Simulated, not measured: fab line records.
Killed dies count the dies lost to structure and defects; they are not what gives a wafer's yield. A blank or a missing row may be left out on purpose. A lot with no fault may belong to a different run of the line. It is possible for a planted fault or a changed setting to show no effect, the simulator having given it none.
Chamber matching / flow n5_finfet / 4 sister chambers for N5_BEOL_M3_ETCHBACK_99 on rie_diel-06
The step etches SiO2 in CHF3, target depth 5 nm, time 10.4 s. 16 wafers are shown with their chamber, then 8 later ones without.

== WAFERS WITH THEIR CHAMBER ==
wafer=L074.4; chamber=2; drypump_motor_current_A (A)=5.2; showerhead_plenum_p_Torr (Torr)=2.25; rf_vpp_V (V)=241
wafer=L074.5; chamber=0; drypump_motor_current_A (A)=5.9; showerhead_plenum_p_Torr (Torr)=2.11; rf_vpp_V (V)=236
wafer=L074.6; chamber=1; drypump_motor_current_A (A)=5.5; showerhead_plenum_p_Torr (Torr)=2.13; rf_vpp_V (V)=244
wafer=L077.2; chamber=3; drypump_motor_current_A (A)=5.5; showerhead_plenum_p_Torr (Torr)=2.19; rf_vpp_V (V)=241
wafer=L077.3; chamber=1; drypump_motor_current_A (A)=5.5; showerhead_plenum_p_Torr (Torr)=2.13; rf_vpp_V (V)=244
wafer=L077.6; chamber=3; drypump_motor_current_A (A)=5.5; showerhead_plenum_p_Torr (Torr)=2.19; rf_vpp_V (V)=242
wafer=L081.1; chamber=1; drypump_motor_current_A (A)=5.5; showerhead_plenum_p_Torr (Torr)=2.12; rf_vpp_V (V)=244
wafer=L081.3; chamber=3; drypump_motor_current_A (A)=5.5; showerhead_plenum_p_Torr (Torr)=2.19; rf_vpp_V (V)=238
wafer=L081.5; chamber=1; drypump_motor_current_A (A)=5.5; showerhead_plenum_p_Torr (Torr)=2.12; rf_vpp_V (V)=245
wafer=L083.2; chamber=1; drypump_motor_current_A (A)=5.5; showerhead_plenum_p_Torr (Torr)=2.12; rf_vpp_V (V)=244
wafer=L083.3; chamber=0; drypump_motor_current_A (A)=6.0; showerhead_plenum_p_Torr (Torr)=2.11; rf_vpp_V (V)=236
wafer=L083.5; chamber=1; drypump_motor_current_A (A)=5.5; showerhead_plenum_p_Torr (Torr)=2.12; rf_vpp_V (V)=243
wafer=L087.2; chamber=3; drypump_motor_current_A (A)=5.5; showerhead_plenum_p_Torr (Torr)=2.19; rf_vpp_V (V)=240
wafer=L087.5; chamber=2; drypump_motor_current_A (A)=5.2; showerhead_plenum_p_Torr (Torr)=2.24; rf_vpp_V (V)=242
wafer=L087.6; chamber=1; drypump_motor_current_A (A)=5.5; showerhead_plenum_p_Torr (Torr)=2.12; rf_vpp_V (V)=244
wafer=L094.1; chamber=0; drypump_motor_current_A (A)=5.9; showerhead_plenum_p_Torr (Torr)=2.10; rf_vpp_V (V)=237

SIGNATURES (averages over the wafers above)
reading=drypump_motor_current_A; chamber 0=5.933; chamber 1=5.500; chamber 2=5.200; chamber 3=5.500; scatter within a chamber=0.0236
reading=showerhead_plenum_p_Torr; chamber 0=2.1067; chamber 1=2.1229; chamber 2=2.2450; chamber 3=2.1900; scatter within a chamber=0.00465
reading=rf_vpp_V; chamber 0=236.33; chamber 1=244.00; chamber 2=241.50; chamber 3=240.25; scatter within a chamber=0.997
Rule: a wafer lies at a distance from a chamber equal to the root of the sum of squares, over the readings, of (its reading less the chamber's mean, divided by the reading's scatter). The wafer belongs to the nearest chamber; if the next one is less than 2 further off, it can't be placed. The scatter is the square root of a quotient: the sum, over the shown wafers, of each reading's squared deviation from its chamber's mean, divided by wafers minus chambers.

== WAFERS WITH NO CHAMBER GIVEN ==
wafer=L094.2; drypump_motor_current_A (A)=5.5; showerhead_plenum_p_Torr (Torr)=2.18; rf_vpp_V (V)=241
wafer=L094.6; drypump_motor_current_A (A)=5.5; showerhead_plenum_p_Torr (Torr)=2.12; rf_vpp_V (V)=243
wafer=L095.1; drypump_motor_current_A (A)=5.2; showerhead_plenum_p_Torr (Torr)=2.23; rf_vpp_V (V)=241
wafer=L095.3; drypump_motor_current_A (A)=5.5; showerhead_plenum_p_Torr (Torr)=2.18; rf_vpp_V (V)=240
wafer=L095.5; drypump_motor_current_A (A)=5.2; showerhead_plenum_p_Torr (Torr)=2.23; rf_vpp_V (V)=241
wafer=L097.2; drypump_motor_current_A (A)=5.5; showerhead_plenum_p_Torr (Torr)=2.18; rf_vpp_V (V)=240
wafer=L097.4; drypump_motor_current_A (A)=5.9; showerhead_plenum_p_Torr (Torr)=2.10; rf_vpp_V (V)=237
wafer=L097.6; drypump_motor_current_A (A)=5.5; showerhead_plenum_p_Torr (Torr)=2.12; rf_vpp_V (V)=243

== THE CHAMBER EACH PASSED THROUGH ==
wafer=L094.2; from the rows above=3; in truth=3
wafer=L094.6; from the rows above=1; in truth=1
wafer=L095.1; from the rows above=2; in truth=2
wafer=L095.3; from the rows above=3; in truth=3
wafer=L095.5; from the rows above=2; in truth=2
wafer=L097.2; from the rows above=3; in truth=3
wafer=L097.4; from the rows above=0; in truth=0
wafer=L097.6; from the rows above=1; in truth=1
Correctly placed: 8 of 8. From these rows, 0 cannot be placed. Wrongly placed: 0.
